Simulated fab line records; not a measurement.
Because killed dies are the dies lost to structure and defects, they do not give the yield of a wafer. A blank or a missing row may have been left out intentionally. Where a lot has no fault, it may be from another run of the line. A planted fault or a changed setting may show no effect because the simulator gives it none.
Chamber matching :: flow nand harc :: rie diel-07 running NHARC_A_CHANNEL_HOLE_D1_ETCH_44: 4 sister chambers
The step etches the open film in CF4/O2, target depth 140 nm, overetch 14 nm, time 77 s. 24 wafers are shown with their chamber, then 12 later ones without.

== WAFERS WITH THEIR CHAMBER ==
wafer: L074.3
chamber: 3
drypump motor current A (A): 5.3
rf vpp V (V): 197.5
oes product au (a.u.): 1.001

wafer: L074.4
chamber: 2
drypump motor current A (A): 5.8
rf vpp V (V): 199.9
oes product au (a.u.): 1.004

wafer: L074.5
chamber: 2
drypump motor current A (A): 5.8
rf vpp V (V): 199.9
oes product au (a.u.): 1.006

wafer: L074.1
chamber: 0
drypump motor current A (A): 5.1
rf vpp V (V): 198.7
oes product au (a.u.): 0.996

wafer: L074.2
chamber: 1
drypump motor current A (A): 5.2
rf vpp V (V): 200.8
oes product au (a.u.): 0.985

wafer: L074.6
chamber: 3
drypump motor current A (A): 5.3
rf vpp V (V): 196.2
oes product au (a.u.): 1.012

wafer: L077.3
chamber: 1
drypump motor current A (A): 5.2
rf vpp V (V): 199.1
oes product au (a.u.): 0.998

wafer: L077.4
chamber: 0
drypump motor current A (A): 5.1
rf vpp V (V): 197.7
oes product au (a.u.): 1.009

wafer: L077.5
chamber: 3
drypump motor current A (A): 5.3
rf vpp V (V): 196.3
oes product au (a.u.): 1.012

wafer: L078.1
chamber: 2
drypump motor current A (A): 5.8
rf vpp V (V): 199.2
oes product au (a.u.): 1.004

wafer: L078.2
chamber: 1
drypump motor current A (A): 5.2
rf vpp V (V): 200.9
oes product au (a.u.): 0.980

wafer: L078.5
chamber: 1
drypump motor current A (A): 5.2
rf vpp V (V): 200.8
oes product au (a.u.): 0.996

wafer: L080.1
chamber: 0
drypump motor current A (A): 5.0
rf vpp V (V): 197.4
oes product au (a.u.): 1.005

wafer: L080.4
chamber: 2
drypump motor current A (A): 5.8
rf vpp V (V): 199.6
oes product au (a.u.): 1.015

wafer: L080.6
chamber: 0
drypump motor current A (A): 5.0
rf vpp V (V): 199.0
oes product au (a.u.): 0.984

wafer: L082.1
chamber: 0
drypump motor current A (A): 5.0
rf vpp V (V): 199.8
oes product au (a.u.): 0.996

wafer: L082.3
chamber: 1
drypump motor current A (A): 5.2
rf vpp V (V): 198.5
oes product au (a.u.): 1.001

wafer: L082.5
chamber: 0
drypump motor current A (A): 5.1
rf vpp V (V): 198.3
oes product au (a.u.): 0.994

wafer: L082.2
chamber: 3
drypump motor current A (A): 5.3
rf vpp V (V): 195.3
oes product au (a.u.): 1.006

wafer: L082.4
chamber: 2
drypump motor current A (A): 5.8
rf vpp V (V): 198.6
oes product au (a.u.): 1.009

wafer: L082.6
chamber: 1
drypump motor current A (A): 5.2
rf vpp V (V): 198.5
oes product au (a.u.): 0.997

wafer: L084.1
chamber: 1
drypump motor current A (A): 5.2
rf vpp V (V): 198.5
oes product au (a.u.): 1.002

wafer: L084.4
chamber: 3
drypump motor current A (A): 5.3
rf vpp V (V): 196.2
oes product au (a.u.): 0.996

wafer: L084.5
chamber: 0
drypump motor current A (A): 5.0
rf vpp V (V): 198.8
oes product au (a.u.): 1.000

SIGNATURES (means of the wafers above)
reading: drypump motor current A
chamber 0: 5.043
chamber 1: 5.200
chamber 2: 5.800
chamber 3: 5.300
scatter within a chamber: 0.0293

reading: rf vpp V
chamber 0: 198.529
chamber 1: 199.586
chamber 2: 199.440
chamber 3: 196.300
scatter within a chamber: 0.897

reading: oes product au
chamber 0: 0.99771
chamber 1: 0.99414
chamber 2: 1.00760
chamber 3: 1.00540
scatter within a chamber: 0.00739
Rule: distance of a wafer from a chamber = root of the sum over the readings of ((wafer's reading minus chamber's mean) / reading's scatter) squared. The wafer belongs to the nearest chamber; if the next one is less than 2 further off, it can't be placed. The scatter: take each reading less its chamber's mean, square it, sum over the shown wafers, divide by the number of wafers less the number of chambers, and take the root.

== WAFERS MISSING THEIR CHAMBER ==
wafer: L084.2
drypump motor current A (A): 5.8
rf vpp V (V): 199.0
oes product au (a.u.): 1.017

wafer: L084.3
drypump motor current A (A): 5.0
rf vpp V (V): 199.1
oes product au (a.u.): 1.000

wafer: L084.6
drypump motor current A (A): 5.3
rf vpp V (V): 197.0
oes product au (a.u.): 1.003

wafer: L088.2
drypump motor current A (A): 5.3
rf vpp V (V): 195.5
oes product au (a.u.): 0.995

wafer: L088.4
drypump motor current A (A): 5.0
rf vpp V (V): 198.3
oes product au (a.u.): 1.002

wafer: L088.6
drypump motor current A (A): 5.3
rf vpp V (V): 196.5
oes product au (a.u.): 0.998

wafer: L097.1
drypump motor current A (A): 5.2
rf vpp V (V): 199.9
oes product au (a.u.): 0.997

wafer: L097.2
drypump motor current A (A): 5.0
rf vpp V (V): 197.6
oes product au (a.u.): 1.007

wafer: L097.6
drypump motor current A (A): 5.3
rf vpp V (V): 196.6
oes product au (a.u.): 0.987

wafer: L096.1
drypump motor current A (A): 5.2
rf vpp V (V): 198.6
oes product au (a.u.): 0.999

wafer: L096.4
drypump motor current A (A): 5.0
rf vpp V (V): 199.8
oes product au (a.u.): 0.999

wafer: L096.6
drypump motor current A (A): 5.3
rf vpp V (V): 196.6
oes product au (a.u.): 1.006

== EACH ONE'S CHAMBER ==
wafer: L084.2
from the rows above: 2
in truth: 2

wafer: L084.3
from the rows above: 0
in truth: 0

wafer: L084.6
from the rows above: 3
in truth: 3

wafer: L088.2
from the rows above: 3
in truth: 3

wafer: L088.4
from the rows above: 0
in truth: 0

wafer: L088.6
from the rows above: 3
in truth: 3

wafer: L097.1
from the rows above: 1
in truth: 1

wafer: L097.2
from the rows above: 0
in truth: 0

wafer: L097.6
from the rows above: 3
in truth: 3

wafer: L096.1
from the rows above: 1
in truth: 1

wafer: L096.4
from the rows above: 0
in truth: 0

wafer: L096.6
from the rows above: 3
in truth: 3
Correctly placed: 12 of 12. Can't be placed from these rows: 0. Wrongly placed: 0.
